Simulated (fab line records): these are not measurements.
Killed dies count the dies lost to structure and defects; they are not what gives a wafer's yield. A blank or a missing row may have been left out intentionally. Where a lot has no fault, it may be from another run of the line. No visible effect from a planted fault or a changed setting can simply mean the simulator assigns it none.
fab line records	flow n5-finfet
[record] lots = 8	wafers = 24	last-day = 18
route steps=1938 shown FIN_SAQP@134 FIN_CUT@165 BEOL_M4@1111 PASSIVATION@1936
lots with no fault: from the same line, run without faults
start-h: start of the lot's first displayed wafer, in hours after the record's first day	wait-h: hours elapsed since this lot's preceding step	" identical to the entry in the row above	L1.1+2: one row covering several wafers at once	- either no value or no given start	* or withheld: withheld	< > ~ a bound
route shown NAME@n: names a module that has steps shown in the file, with the first one's number in the route	usual: the fault-free wafers' mean and standard deviation	same: alike in all rows	chamber/n: place in a boat	sites: the reading at each site	_std_site: standard deviation across them	_edge_site: the outer-site mean with the inner-site mean subtracted	radius-mm: for every site, how far away it sits from the centre of the wafer	mask NAME#n: copy n	behind: tool/chamber where the wafer was last shaped	hold: reason for holding the lot/hours on hold/outcome of the hold	device: whichever transistor did not switch (one of n, p or np)	end of line: at the end of the route, the tests of the same wafers	for a step that has no rows: nothing shown but its recipe	killed: not the wafer's yield, but the dies lost to structure and defects at the first sort	map: dies across one wafer; x = killed, . = not, _ = none there
set.NAME: the run value of the setting; set.NAME@STEP: its run value at that earlier step	model.NAME: the simulator's own value behind a step, which no gauge read
route steps across a sampled set of lots; one table per step, one row per wafer
services: from which hour (start-h, from the record's first day; less than 0 if before it) a tool's chamber was out of use, for how many hours, and why
[[steps]]
[step N5_FIN_SAQP_ETCH_69]
[recipe] chemistry = N2/H2	target = SOC	target-depth-a = 1500	stop-on = SiNx	ion-energy-ev = 100	bias-w = 61	pressure-mtorr = 30	source-w = 850	n2-flow-sccm = 200	h2-flow-sccm = 200
[usual] bias-w = 60.97/0.19	drypump-motor-current-A = 5.9/0.33	oes-product-au = 0.80/0.083	rf-vpp-V = 240.7/1.6	showerhead-plenum-p-Torr = 2.55/0.12	throttle-valve-pct = 17.74/0.18
lot.wafer	tool	chamber	start-h	wait-h	bias-w	drypump-motor-current-A	oes-product-au	rf-hours-counter-h	rf-vpp-V	showerhead-plenum-p-Torr	throttle-valve-pct
L206.2	rie-diel-04	2	42.94	-	61.29	6.1	0.97	4	239.7	2.50	17.87
L206.3	"	3	"	"	60.70	6.0	0.75	150	240.5	2.54	17.69
L206.6	"	3	"	"	61.07	6.0	0.76	-	241.3	2.54	17.71
L208.3	rie-diel-02	3	55.05	-	61.03	5.9	0.77	142	242.0	2.66	17.67
L208.4	"	2	"	"	61.11	6.4	0.69	-	240.3	2.52	18.04
L208.6	"	1	"	"	60.72	5.5	0.86	-	242.8	2.70	17.60
L209.1	rie-diel-05	3	61.33	-	60.66	6.3	0.73	198	242.2	2.63	18.03
L209.2	"	0	"	"	61.11	5.5	0.78	125	241.4	2.66	17.56
L209.6	"	1	"	"	60.87	5.4	0.79	-	238.5	2.36	17.92
L218.1	rie-diel-04	3	116.62	-	60.99	6.0	0.74	178	239.0	2.53	17.74
L218.2	"	2	"	"	60.69	6.1	0.89	34	239.5	2.49	17.91
L218.5	"	2	"	"	60.74	6.1	0.89	-	240.4	2.49	17.93
L220.3	rie-diel-05	1	126.91	-	61.09	5.4	0.77	120	239.0	2.35	17.95
L220.4	"	1	"	"	61.06	5.4	0.77	-	236.5	2.35	17.96
L220.5	"	3	"	"	60.93	6.3	0.71	-	241.9	2.62	18.07
L221.1	rie-diel-04	1	132.63	-	60.80	6.1	0.72	194	239.6	2.41	17.63
L221.3	"	3	"	"	60.81	6.0	0.74	183	240.5	2.53	17.77
L221.5	"	1	"	"	61.05	6.1	0.73	-	239.6	2.41	17.64
L223.1	rie-diel-04	2	144.30	-	60.94	6.1	0.87	44	239.5	2.48	17.94
L223.2	"	3	"	"	61.03	6.0	0.73	188	240.4	2.53	17.74
L223.4	"	1	"	"	60.98	6.1	0.72	198	239.1	2.41	17.65
L224.2	rie-diel-05	0	150.24	-	60.85	5.5	0.75	155	241.2	2.65	17.63
L224.5	"	1	"	"	60.87	5.4	0.76	-	237.2	2.35	17.97
L224.6	"	0	"	"	60.76	5.5	0.76	-	242.9	2.65	17.61
[step N5_FIN_SAQP_ETCH_67]
[recipe] chemistry = CH3F/O2	target = SiNx	target-depth-a = 300	mask-material = SOC	pressure-mtorr = 30	source-w = 395	bias-w = 73	Ar_flow_sccm = 150	CH3F_flow_sccm = 30	O2_flow_sccm = 20	ion-energy-ev = 120
[usual] bias-w = 72.97/0.23	drypump-motor-current-A = 5.9/0.33	oes-product-au = 0.81/0.086	rf-vpp-V = 297.9/2.5	showerhead-plenum-p-Torr = 2.01/0.092	throttle-valve-pct = 16.26/0.17
lot.wafer	tool	chamber	start-h	wait-h	bias-w	drypump-motor-current-A	oes-product-au	rf-hours-counter-h	rf-vpp-V	showerhead-plenum-p-Torr	throttle-valve-pct
L206.2	rie-diel-04	2	43.00	0.0	73.31	6.1	0.99	4	297.8	1.96	16.37
L206.3	"	3	"	"	72.96	6.0	0.78	150	299.9	1.99	16.18
L206.6	"	3	"	"	73.27	6.0	0.78	-	300.8	1.99	16.17
L208.3	rie-diel-02	3	55.11	0.0	72.90	5.9	0.78	142	298.6	2.08	16.09
L208.4	"	2	"	"	73.16	6.4	0.71	-	300.7	1.98	16.46
L208.6	"	1	"	"	72.88	5.5	0.88	-	301.4	2.13	16.22
L209.1	rie-diel-05	3	61.39	0.0	72.65	6.3	0.72	198	295.5	2.07	16.52
L209.2	"	0	"	"	72.45	5.6	0.78	125	300.4	2.09	16.12
L209.6	"	1	"	"	72.72	5.4	0.78	-	295.9	1.86	16.43
L218.1	rie-diel-04	3	116.68	0.0	73.10	6.0	0.76	178	300.9	1.98	16.23
L218.2	"	2	"	"	73.06	6.1	0.89	35	297.4	1.95	16.42
L218.5	"	2	"	"	73.05	6.1	0.90	-	297.2	1.95	16.41
L220.3	rie-diel-05	1	126.97	0.0	72.91	5.4	0.78	120	298.4	1.85	16.49
L220.4	"	1	"	"	73.18	5.4	0.77	-	296.6	1.85	16.48
L220.5	"	3	"	"	72.83	6.3	0.71	-	297.0	2.06	16.56
L221.1	rie-diel-04	1	132.69	0.0	73.05	6.1	0.74	195	294.0	1.90	16.22
L221.3	"	3	"	"	73.03	6.0	0.76	184	299.2	1.98	16.24
L221.5	"	1	"	"	73.22	6.1	0.74	-	293.7	1.90	16.23
L223.1	rie-diel-04	2	144.36	0.0	72.96	6.1	0.89	44	295.4	1.95	16.44
L223.2	"	3	"	"	72.87	6.0	0.74	188	299.4	1.98	16.27
L223.4	"	1	"	"	73.09	6.1	0.73	198	293.0	1.90	16.23
L224.2	rie-diel-05	0	150.30	0.0	73.14	5.5	0.75	155	301.7	2.08	16.19
L224.5	"	1	"	"	72.81	5.4	0.75	-	297.8	1.85	16.49
L224.6	"	0	"	"	73.19	5.5	0.76	-	301.5	2.08	16.17
[step N5_FIN_SAQP_SPACER2_ALD_28]
[recipe] material = SiO2	target-thk-a = 81	temp-c = 300	ald-precursor-family = BDEAS	ald-co-reactant = O2-plasma	pulse-time-s = 1	purge-time-s = 2	co-reactant-purge-time-s = 2	pressure-torr = 2
[usual] chamber-pressure-Torr = 2.000/0.0042	heater-power-outer-w = 271/35	heater-power-w = 489/56	precursor-pulse-height-rel = 1.002/0.02
[same] pulse-time-s = 1
lot.wafer	tool	chamber	start-h	wait-h	chamber-pressure-Torr	heater-power-outer-w	heater-power-w	precursor-pulse-height-rel
L206.2	ald-sin-04	3	43.28	0.1	1.987	296	515	1.057
L206.3	"	0	"	"	2.000	251	485	1.015
L206.6	"	1	"	"	2.000	274	514	1.007
L208.3	ald-sin-04	2	55.35	0.1	2.000	263	452	0.965
L208.4	"	1	"	"	1.998	279	501	0.980
L208.6	"	2	"	"	1.999	264	456	1.004
L209.1	ald-sin-04	1	61.63	0.1	2.005	276	514	1.034
L209.2	"	3	"	"	1.996	291	528	0.988
L209.6	"	1	"	"	2.003	268	497	0.987
L218.1	ald-sin-03	1	116.94	0.1	1.995	202	386	1.006
L218.2	"	2	"	"	2.002	302	527	0.978
L218.5	"	1	"	"	1.996	207	384	0.999
L220.3	ald-sin-04	0	128.46	1.3	1.999	244	463	0.991
L220.4	"	2	"	"	1.994	267	473	1.014
L220.5	"	3	"	"	1.997	299	531	0.995
L221.1	ald-sin-04	0	132.96	0.1	2.008	242	472	1.034
L221.3	"	3	"	"	1.997	307	532	0.993
L221.5	"	2	"	"	2.005	263	459	1.017
L223.1	ald-sin-04	3	146.03	1.5	1.996	305	547	1.007
L223.2	"	2	"	"	1.999	266	470	1.019
L223.4	"	1	"	"	2.001	270	493	0.990
L224.2	ald-sin-04	1	150.54	0.1	2.003	278	499	0.963
L224.5	"	0	"	"	1.995	244	474	1.000
L224.6	"	1	"	"	2.005	266	511	1.027
[step N5_FIN_SAQP_STRIP_77]
[recipe] chemistry = N2/H2	time-s = 90	power-w = 100	temp-c = 40	pressure-mtorr = 100	rf-frequency-hz = 6e+07	bias-power-w = 3	n2-flow-sccm = 300	h2-flow-sccm = 300
[usual] drypump-motor-current-A = 5.9/0.37	oes-product-au = 0.79/0.083	rf-vpp-V = 45.4/0.86	showerhead-plenum-p-Torr = 3.40/0.15	throttle-valve-pct = 12.17/0.22
[same] time-s = 90
lot.wafer	tool	chamber	start-h	wait-h	drypump-motor-current-A	oes-product-au	rf-hours-counter-h	rf-vpp-V	showerhead-plenum-p-Torr	throttle-valve-pct
L206.2	rie-diel-02	3	44.02	0.0	5.9	0.78	137	45.7	3.52	12.09
L206.3	"	3	"	"	5.9	0.77	-	46.5	3.53	12.09
L206.6	"	1	"	"	5.5	0.88	-	45.4	3.57	11.91
L208.3	rie-diel-04	0	56.01	0.0	6.4	1.00	1	46.5	3.59	11.80
L208.4	"	3	"	"	6.0	0.77	155	45.5	3.37	12.14
L208.6	"	3	"	"	6.0	0.76	-	44.4	3.37	12.14
L209.1	rie-diel-02	2	62.29	0.0	6.4	0.69	207	46.1	3.35	12.47
L209.2	"	1	"	"	5.5	0.87	41	46.4	3.57	11.95
L209.6	"	2	"	"	6.4	0.69	-	45.6	3.35	12.48
L218.1	rie-diel-04	2	117.77	0.0	6.2	0.90	35	45.5	3.30	12.19
L218.2	"	0	"	"	6.4	0.93	22	45.1	3.58	11.84
L218.5	"	3	"	"	6.0	0.74	-	43.9	3.36	12.20
L220.3	rie-diel-05	1	129.17	0.0	5.4	0.77	121	45.6	3.13	12.31
L220.4	"	0	"	"	5.5	0.77	-	45.2	3.51	12.07
L220.5	"	3	"	"	6.3	0.71	-	45.4	3.48	12.50
L221.1	rie-diel-05	1	133.75	0.0	5.4	0.78	123	45.7	3.13	12.32
L221.3	"	3	"	"	6.4	0.71	223	42.7	3.48	12.52
L221.5	"	3	"	"	6.3	0.71	-	45.2	3.48	12.53
L223.1	rie-diel-04	0	146.69	0.0	6.4	0.91	33	46.5	3.57	11.88
L223.2	"	2	"	"	6.1	0.88	45	44.9	3.30	12.22
L223.4	"	3	"	"	6.0	0.74	189	44.6	3.35	12.22
L224.2	rie-diel-04	0	151.20	0.0	6.4	0.90	34	46.8	3.57	11.90
L224.5	"	3	"	"	6.1	0.73	-	44.0	3.35	12.23
L224.6	"	0	"	"	6.4	0.91	-	46.0	3.57	11.87
[step N5_FIN_SAQP_INSPECT_40]
[recipe] inspect-instrument = brightfield	mode = aei
[usual] raw-defect-count = 224/66
lot.wafer	tool	chamber	start-h	wait-h	raw-defect-count
L206.2	defect-inspect-02	-	44.51	0.0	128
L206.3	"	-	"	"	190
L206.6	"	-	"	"	164
L208.3	defect-inspect-02	-	56.46	0.0	200
L208.4	"	-	"	"	1279
L208.6	"	-	"	"	220
L209.1	defect-inspect-02	-	62.74	0.0	1248
L209.2	"	-	"	"	149
L209.6	"	-	"	"	1211
L218.1	defect-inspect-01	-	118.22	0.0	185
L218.2	"	-	"	"	159
L218.5	"	-	"	"	189
L220.3	defect-inspect-02	-	129.62	0.0	347
L220.4	"	-	"	"	271
L220.5	"	-	"	"	167
L221.1	defect-inspect-01	-	134.19	0.0	242
L221.3	"	-	"	"	226
L221.5	"	-	"	"	299
L223.1	defect-inspect-01	-	147.13	0.0	367
L223.2	"	-	"	"	175
L223.4	"	-	"	"	322
L224.2	defect-inspect-01	-	151.65	0.0	188
L224.5	"	-	"	"	204
L224.6	"	-	"	"	151
[step N5_FIN_CUT_INSPECT_10]
[recipe] mode = adi	inspect-instrument = brightfield
[usual] raw-defect-count = 41/12
lot.wafer	tool	chamber	start-h	wait-h	raw-defect-count
L206.2	defect-inspect-02	-	45.03	0.0	31
L206.3	"	-	"	"	36
L206.6	"	-	"	"	32
L208.3	defect-inspect-02	-	56.85	0.0	59
L208.4	"	-	"	"	1123
L208.6	"	-	"	"	45
L209.1	defect-inspect-02	-	63.25	0.1	1118
L209.2	"	-	"	"	29
L209.6	"	-	"	"	1108
L218.1	defect-inspect-01	-	118.73	0.1	38
L218.2	"	-	"	"	39
L218.5	"	-	"	"	34
L220.3	defect-inspect-02	-	130.01	0.0	61
L220.4	"	-	"	"	43
L220.5	"	-	"	"	34
L221.1	defect-inspect-01	-	134.58	0.1	54
L221.3	"	-	"	"	31
L221.5	"	-	"	"	70
L223.1	defect-inspect-02	-	147.66	0.1	65
L223.2	"	-	"	"	32
L223.4	"	-	"	"	75
L224.2	defect-inspect-02	-	152.04	0.0	34
L224.5	"	-	"	"	42
L224.6	"	-	"	"	26
[step N5_BEOL_M4_RC_MEAS_101]
[usual] DIBL_N = 35.9/1.3	DIBL_P = 35.9/1.5	IOFF_N = 0.152/0.023	IOFF_P = 0.204/0.027	ION_N = 673/9.2	ION_P = 462/6.7	SS_N = 71.4/0.48	SS_P = 73.2/0.55	VT_N = 250.3/2.6	VT_P = -250.6/3
lot.wafer	tool	chamber	start-h	wait-h	DIBL_N[mV/V]	DIBL_P[mV/V]	IOFF_N[nA/um]	IOFF_P[nA/um]	ION_N[uA/um]	ION_P[uA/um]	SS_N[mV/dec]	SS_P[mV/dec]	VT_N[mV]	VT_P[mV]
L208.3	prober-01	0	208.75	0.3	36.4	35.8	0.154	0.200	679	463	72.0	73.5	249.3	-250.5
L208.4	"	0	"	"	37.3	37.5	0.167	0.220	662	460	71.9	74.8	248.3	-250.0
L208.6	"	0	"	"	35.5	35.5	0.135	0.189	666	463	71.7	72.9	249.8	-253.4
L206.2	prober-02	0	210.39	0.2	36.5	37.3	0.167	0.198	677	461	70.8	74.3	249.8	-253.7
L206.3	"	0	"	"	35.0	36.3	0.150	0.182	679	452	71.0	73.0	252.0	-254.3
L206.6	"	0	"	"	36.1	37.1	0.163	0.197	680	462	71.5	73.2	248.3	-251.2
L209.1	prober-02	0	230.87	0.0	36.6	35.2	0.144	0.217	665	462	71.6	73.5	252.7	-248.6
L209.2	"	0	"	"	37.2	36.9	0.167	0.244	671	464	72.1	74.2	248.3	-249.5
L209.6	"	0	"	"	36.1	34.5	0.141	0.198	659	449	71.9	72.5	253.3	-251.8
L218.1	prober-02	0	278.09	0.0	37.4	34.7	0.139	0.161	679	457	71.0	72.6	251.0	-255.2
L218.2	"	0	"	"	39.0	36.7	0.163	0.193	689	463	71.4	73.7	248.7	-253.3
L218.5	"	0	"	"	36.4	33.5	0.121	0.149	669	452	71.3	72.6	252.4	-252.7
L221.1	prober-02	0	302.23	0.0	34.5	36.0	0.143	0.198	681	470	71.5	73.3	252.2	-248.9
L221.3	"	0	"	"	33.8	35.6	0.137	0.187	665	466	71.2	73.1	253.1	-253.0
L221.5	"	0	"	"	35.7	37.6	0.164	0.223	681	467	71.5	73.5	249.4	-251.9
L220.3	prober-01	0	302.78	0.3	36.5	36.9	0.146	0.178	671	459	70.9	73.0	250.3	-251.8
L220.4	"	0	"	"	36.6	37.0	0.141	0.178	660	451	70.4	72.9	250.9	-254.6
L220.5	"	0	"	"	36.1	36.0	0.139	0.168	674	457	71.4	73.4	249.9	-253.8
L223.1	prober-02	0	305.47	0.0	36.1	36.0	0.162	0.183	675	454	71.9	73.0	250.0	-253.1
L223.2	"	0	"	"	36.2	36.6	0.164	0.187	668	455	72.0	73.8	248.5	-255.2
L223.4	"	0	"	"	35.4	35.8	0.149	0.176	669	452	71.4	73.1	250.2	-256.0
L224.2	prober-02	0	313.59	0.2	35.1	35.8	0.128	0.167	669	455	71.1	73.3	255.3	-254.2
L224.5	"	0	"	"	35.0	36.8	0.132	0.175	668	454	71.7	73.4	253.2	-253.3
L224.6	"	0	"	"	35.1	36.6	0.138	0.171	672	456	71.8	73.2	252.9	-257.5
[step N5_PASSIVATION_PROBE_49]
[usual] defect-limited-yield = 91.0/1.5	killed_at_M0_to_M3 = 37/12	killed_at_M4_up = 13/5	killed-at-contacts = 13/6.1	killed-at-front-end = 39/11	killed-at-other = 4/3.2	killed-dies = 106/17	killed-on-rim = 13/4.2	killed-open = 69/12	killed-short = 35/7.9	sort_bin_5_function = 5.3/1	sort_bin_6_memory = 3.3/0.68	sort-n-pass = 1074/17	sort-yield-pct = 91.0/1.5
[same] gross-dies = 1180	killed-at-back-side = 0	sort_bin_4_leakage[%] = 0	sort_bin_8_speed[%] = 0
lot.wafer	tool	chamber	start-h	wait-h	defect-limited-yield[%]	killed_at_M0_to_M3	killed_at_M4_up	killed-at-contacts	killed-at-front-end	killed-at-other	killed-dies	killed-on-rim	killed-open	killed-short	sort_bin_5_function[%]	sort_bin_6_memory[%]	sort-n-pass	sort-yield-pct[%]
L208.3	prober-01	-	307.47	0.1	92.5	41	9	7	24	8	89	13	59	27	4.2	3.1	1091	92.5
L208.4	prober-01	-	307.52	0.2	85.0	30	9	13	117	8	177	26	56	25	9.2	3.1	1003	85.0
L208.6	prober-01	-	307.62	0.3	90.6	35	21	9	33	13	111	14	72	38	5.5	3.6	1069	90.6
L206.2	prober-02	-	324.28	0.1	92.0	33	23	14	20	4	94	14	60	34	4.7	2.9	1086	92.0
L206.3	prober-02	-	324.33	0.1	91.2	33	10	8	51	2	104	11	65	38	5.3	3.1	1076	91.2
L206.6	prober-02	-	324.48	0.3	91.7	31	14	23	26	4	98	7	69	29	4.8	3.1	1082	91.7
L209.1	prober-01	-	335.31	0.0	81.3	67	16	9	126	3	221	35	75	45	10.6	4.8	959	81.3
L209.2	prober-01	-	335.36	0.1	90.9	55	13	7	31	1	107	14	59	48	4.7	3.6	1073	90.9
L209.6	prober-01	-	335.56	0.3	80.2	63	21	11	138	1	234	42	90	49	11.4	5.0	946	80.2
L220.3	prober-02	-	409.56	0.1	92.5	23	9	7	48	2	89	21	59	27	4.9	2.5	1091	92.5
L220.4	prober-02	-	409.61	0.2	93.6	19	16	5	32	4	76	8	52	22	3.5	2.8	1104	93.6
L220.5	prober-02	-	409.66	0.2	90.0	46	21	14	34	3	118	13	79	38	6.1	3.5	1062	90.0
L223.1	prober-02	-	421.05	0.0	91.4	26	14	6	55	0	101	12	66	34	5.1	3.1	1079	91.4
L223.2	prober-02	-	421.10	0.1	90.5	29	27	19	36	1	112	10	75	35	6.4	3.0	1068	90.5
L223.4	prober-02	-	421.20	0.2	90.5	35	21	7	47	2	112	14	72	38	5.3	3.6	1068	90.5
// killed by level:class
L208.3 BEOL_M0_SAQP:geometric-particle:open=15 BEOL_M0_SAQP:geometric-particle:short=7 STI_FIN_REVEAL:geometric-particle:open=6 BEOL_M3:geometric-particle:open=6 MOL_CONTACT_COAG:geometric-particle:open=5 BEOL_M2:geometric-particle:open=4 DUMMY_GATE:geometric-particle:open=3 BEOL_M1:geometric-particle:open=3
L208.4 FIN_SAQP:unspecified=90 BEOL_M0_SAQP:geometric-particle:short=13 MOL_CONTACT_COAG:geometric-particle:open=9 STI_FIN_REVEAL:geometric-particle:open=8 BEOL_M0_SAQP:geometric-particle:open=8 FIN_SAQP:geometric-particle:open=7 MOL_CONTACT_COAG:geometric-particle:short=4 GATE_CUT:geometric-particle:open=3
L208.6 BEOL_M0_SAQP:geometric-particle:open=15 STI_FIN_REVEAL:geometric-particle:open=10 BEOL_M0_SAQP:geometric-particle:short=7 MOL_CONTACT_COAG:geometric-particle:open=6 BEOL_M5:geometric-particle:open=6 BEOL_M4:geometric-particle:open=5 STI_FIN_REVEAL:geometric-particle:short=4 GATE_CUT:geometric-particle:short=4
L206.2 BEOL_M1:geometric-particle:open=15 MOL_CONTACT_COAG:geometric-particle:open=10 BEOL_M4:geometric-particle:open=9 BEOL_M0_SAQP:geometric-particle:short=6 GATE_CUT:geometric-particle:short=5 BEOL_M4:geometric-particle:short=5 MOL_CONTACT_COAG:geometric-particle:short=4 BEOL_M2:geometric-particle:open=4
L206.3 FIN_SAQP:geometric-particle:short=15 BEOL_M0_SAQP:geometric-particle:open=12 FIN_SAQP:geometric-particle:open=11 BEOL_M0_SAQP:geometric-particle:short=7 BEOL_M2:geometric-particle:open=7 MOL_CONTACT_COAG:geometric-particle:open=6 BEOL_M5:geometric-particle:open=6 STI_FIN_REVEAL:geometric-particle:open=4
L206.6 MOL_CONTACT_COAG:geometric-particle:open=17 BEOL_M2:geometric-particle:open=12 BEOL_M5:geometric-particle:open=8 DUMMY_GATE:geometric-particle:open=7 BEOL_M0_SAQP:geometric-particle:short=7 MOL_CONTACT_COAG:geometric-particle:short=6 BEOL_M1:geometric-particle:open=5 FIN_SAQP:geometric-particle:open=4
L209.1 FIN_SAQP:unspecified=101 BEOL_M0_SAQP:geometric-particle:open=21 BEOL_M0_SAQP:geometric-particle:short=17 BEOL_M3:geometric-particle:open=12 GATE_CUT:geometric-particle:short=8 BEOL_M4:geometric-particle:open=7 MOL_CONTACT_COAG:geometric-particle:open=6 BEOL_M2:geometric-particle:open=5
L209.2 BEOL_M0_SAQP:geometric-particle:open=21 BEOL_M0_SAQP:geometric-particle:short=18 FIN_SAQP:geometric-particle:short=6 GATE_CUT:geometric-particle:short=6 BEOL_M2:geometric-particle:open=5 BEOL_M3:geometric-particle:open=5 STARTING-WAFER:geometric-particle:short=5 MOL_CONTACT_COAG:geometric-particle:short=4
L209.6 FIN_SAQP:unspecified=95 BEOL_M0_SAQP:geometric-particle:open=24 BEOL_M0_SAQP:geometric-particle:short=23 BEOL_M4:geometric-particle:open=13 STI_FIN_REVEAL:geometric-particle:open=11 MOL_CONTACT_COAG:geometric-particle:open=10 DUMMY_GATE:geometric-particle:open=7 GATE_CUT:geometric-particle:open=5
L220.3 STI_FIN_REVEAL:geometric-particle:open=10 FIN_SAQP:geometric-particle:open=8 DUMMY_GATE:geometric-particle:open=7 BEOL_M2:geometric-particle:open=7 ILD0:geometric-particle:short=5 MOL_CONTACT_COAG:geometric-particle:open=5 BEOL_M2:geometric-particle:short=4 BEOL_M3:geometric-particle:open=4
L220.4 BEOL_M4:geometric-particle:open=12 STI_FIN_REVEAL:geometric-particle:open=10 BEOL_M2:geometric-particle:open=7 BEOL_M0_SAQP:geometric-particle:open=6 FIN_SAQP:geometric-particle:short=5 STARTING-WAFER:geometric-particle:short=4 MOL_CONTACT_COAG:geometric-particle:open=4 BEOL_M0_SAQP:geometric-particle:short=3
L220.5 BEOL_M0_SAQP:geometric-particle:open=14 BEOL_M4:geometric-particle:open=13 MOL_CONTACT_COAG:geometric-particle:open=12 BEOL_M0_SAQP:geometric-particle:short=10 BEOL_M2:geometric-particle:open=9 STI_FIN_REVEAL:geometric-particle:open=8 BEOL_M3:geometric-particle:open=6 FIN_SAQP:geometric-particle:short=4
L223.1 STI_FIN_REVEAL:geometric-particle:open=15 GATE_CUT:geometric-particle:short=12 BEOL_M4:geometric-particle:open=9 BEOL_M0_SAQP:geometric-particle:open=7 MOL_CONTACT_COAG:geometric-particle:open=6 BEOL_M3:geometric-particle:open=6 FIN_SAQP:geometric-particle:open=5 STI_FIN_REVEAL:geometric-particle:short=5
L223.2 BEOL_M4:geometric-particle:open=18 MOL_CONTACT_COAG:geometric-particle:open=16 FIN_SAQP:geometric-particle:short=7 GATE_CUT:geometric-particle:open=7 STI_FIN_REVEAL:geometric-particle:open=5 DUMMY_GATE:geometric-particle:open=5 BEOL_M0_SAQP:geometric-particle:open=5 BEOL_M2:geometric-particle:short=5
L223.4 FIN_SAQP:geometric-particle:short=13 BEOL_M4:geometric-particle:open=13 BEOL_M2:geometric-particle:open=10 STI_FIN_REVEAL:geometric-particle:open=8 FIN_SAQP:geometric-particle:open=6 MOL_CONTACT_COAG:geometric-particle:open=6 GATE_CUT:geometric-particle:short=5 DUMMY_GATE:geometric-particle:open=4
[[services]]
tool	chamber	start-h	hours	kind
ald-sin-04	1	20.30	13.3	repair
rie-diel-02	2	26.16	26.8	repair
rie-diel-05	3	33.07	9.2	repair
rie-diel-04	0	35.14	-	clean
rie-diel-04	0	35.14	-	consumable-replace:focus-ring
rie-diel-04	0	35.14	-	consumable-replace:showerhead
rie-diel-04	0	35.14	17.0	scheduled-down
rie-diel-04	0	35.14	17.0	vent-cycle
rie-diel-05	2	60.80	8.2	repair
ald-sin-04	1	82.27	4.2	repair
ald-sin-04	-	85.25	14.0	pm
ald-sin-04	0	85.25	14.0	vent-cycle
ald-sin-04	2	85.25	14.0	vent-cycle
ald-sin-04	3	85.25	14.0	vent-cycle
rie-diel-02	-	85.35	0.4	repair
ald-sin-04	0	99.25	-	clean
ald-sin-04	1	99.25	-	clean
rie-diel-05	2	108.52	-	clean
rie-diel-05	2	108.52	-	consumable-replace:focus-ring
rie-diel-05	2	108.52	-	consumable-replace:showerhead
rie-diel-05	2	108.52	29.3	scheduled-down
rie-diel-05	2	108.52	29.3	vent-cycle
rie-diel-02	2	113.74	6.6	repair
ald-sin-03	2	138.47	10.7	repair
[[key]]
[first-sign] step = N5_FIN_SAQP_INSPECT_40	reading = raw-defect-count	direction = up	sigmas = 15	usual = 224	struck = 1246
[effect] step = N5_FIN_CUT_INSPECT_10	reading = raw-defect-count	direction = up	sigmas = 87	usual = 41	struck = 1116
[effect] step = N5_PASSIVATION_PROBE_49	reading = killed-at-front-end	direction = up	sigmas = 8.1	usual = 39	struck = 127
[more-kills-born-at] N5_FIN_SAQP_SPACER2_ALD_28@ald-sin-04 = 286
met-at N5_FIN_SAQP_SPACER2_ALD_28
struck-lots L208,L209
struck-wafers L208.4,L209.1,L209.6
not-acting-at N5_FIN_SAQP_ETCH_69,N5_FIN_SAQP_ETCH_67,N5_FIN_SAQP_STRIP_77
onset-between 43.28 55.35
[fault] kind = chamber-particle-source	tool = ald-sin-04	chamber = 1	onset-h = 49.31	steps = N5_FIN_SAQP_SPACER2_ALD_28	rate-per-visit-cm2 = 1.7168	end-h = 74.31
